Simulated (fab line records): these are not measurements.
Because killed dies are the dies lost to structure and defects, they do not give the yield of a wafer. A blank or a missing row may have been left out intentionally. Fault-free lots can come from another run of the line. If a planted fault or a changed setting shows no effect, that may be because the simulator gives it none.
A struck lot beside a sound one -- flow n5-finfet -- 14 steps out of a route of 1938
Sound: the wafers L271.3, L271.4, L271.6. Struck: wafer L280.1 (left out: L280.6, a lot-mate that was not struck); the cause follows at the end.
For every step that has rows: the tool of each side, followed by ch and its chambers, followed by its first start. Under that, the readings that differ: sound wafers -- struck wafers -- difference of the means -- sigmas: that difference in standard deviations of wafers without a fault.
alike: readings with means less than 2 such deviations apart, plus words and numbers identical on both sides. not compared: withheld readings, readings lacking a value on some wafer, bounds such as >300 that could conceal the same value, and numbers that have no deviation in the record and whose values overlap.
Wherever a step has rows on one side only, a row that says differs or no value, or a row with sigmas, the two part there. When numbers do not overlap yet have no deviation, they are printed without sigmas and do not part them. Lack of a reading on every wafer of one side parts them only where that side has two or more wafers.

first, 2 steps without rows for these wafers: N5_BEOL_M9_PRECLEAN_42 (cleans in residue remover, time 60 s); N5_BEOL_M9_SRD_43 (time 30 s).
N5_BEOL_M9_CD_MEAS_35: target cd 70 nm, target cd y 40 nm.
  sound on cd-sem-01, day 13 16:25; struck on cd-sem-01, day 15 18:10
  alike: cd-nm
N5_BEOL_M9_CURE_72: cures SiCOH lowk, time 120 s.
  sound on uv-cure-03 ch 2, day 13 16:34; struck on uv-cure-02 ch 0, day 15 18:28
reading,sound,struck,difference,sigmas
lamp-power-pct (%),52.20 52.31 52.40,52.44,+0.14,+2
wafer_temp_C_max,371.5 371.6 372.1,370.8,-0.9,-2
then, 1 step without rows for these wafers: N5_BEOL_M9_DEGAS_44 (time 60 s).
N5_BEOL_M9_PRE_CLEAN_45: time 30 s.
  sound on pvd-sputter-01, day 13 16:49; struck on pvd-sputter-01, day 15 18:56
  alike: heater-power-w
N5_BEOL_M9_ALD_74: deposits TaN, target thk 2 nm, pulse time 2 s, purge time 3 s.
  sound on ald-metal-04 ch 0,2, day 13 16:59; struck on ald-metal-04 ch 0, day 15 19:14
  alike: heater-power-w
N5_BEOL_M9_SURFACE_TREAT_79:
  sound on pvd-sputter-03, day 13 17:58; struck on pvd-sputter-03, day 15 20:27
  not compared: throttle-valve-pct
then, 3 steps without rows for these wafers: N5_BEOL_M9_CVD_78 (deposits Co from CCTBA/H2, target thk 2 nm, time 138.9 s); N5_BEOL_M9_SPUTTER_48 (material Cu, target thk 12 nm, time 2 s); N5_BEOL_M9_ECD_50 (material Cu, target thk 318 nm).
N5_BEOL_M9_ANNEAL_51: time 90 s.
  sound on rtp-anneal-02 ch 0, day 13 18:51; struck on rtp-anneal-01 ch 0, day 15 21:12
  alike: wafer_temp_C_max
N5_BEOL_M9_CMP_52: polishes, stops on SiCOH lowk, t overpolish 7 s, target thk 140 nm.
  sound on cmp-04 ch 0,1,2, day 13 19:06; struck on cmp-01 ch 3, day 15 21:43
reading,sound,struck,difference,sigmas
barrier-field-endpoint-s (s),28.5 28.3 29.2,15.9,-12.8,-17
time-to-endpoint-s (s),61.2 59.4 65.0,36.8,-25.1,-9
  alike: clearing-platen-down-force-psi, motor-current-A, overpolish-run-s, slurry-filter-dp-kPa
N5_PASSIVATION_PROBE_49:
  sound wafers here have rows in the record (prober-01, day 16 16:07); struck ones have none

== WHERE THEY PART ==
First at N5_BEOL_M9_CURE_72; last, within this record, at N5_PASSIVATION_PROBE_49.

WHY: what the simulator had put in
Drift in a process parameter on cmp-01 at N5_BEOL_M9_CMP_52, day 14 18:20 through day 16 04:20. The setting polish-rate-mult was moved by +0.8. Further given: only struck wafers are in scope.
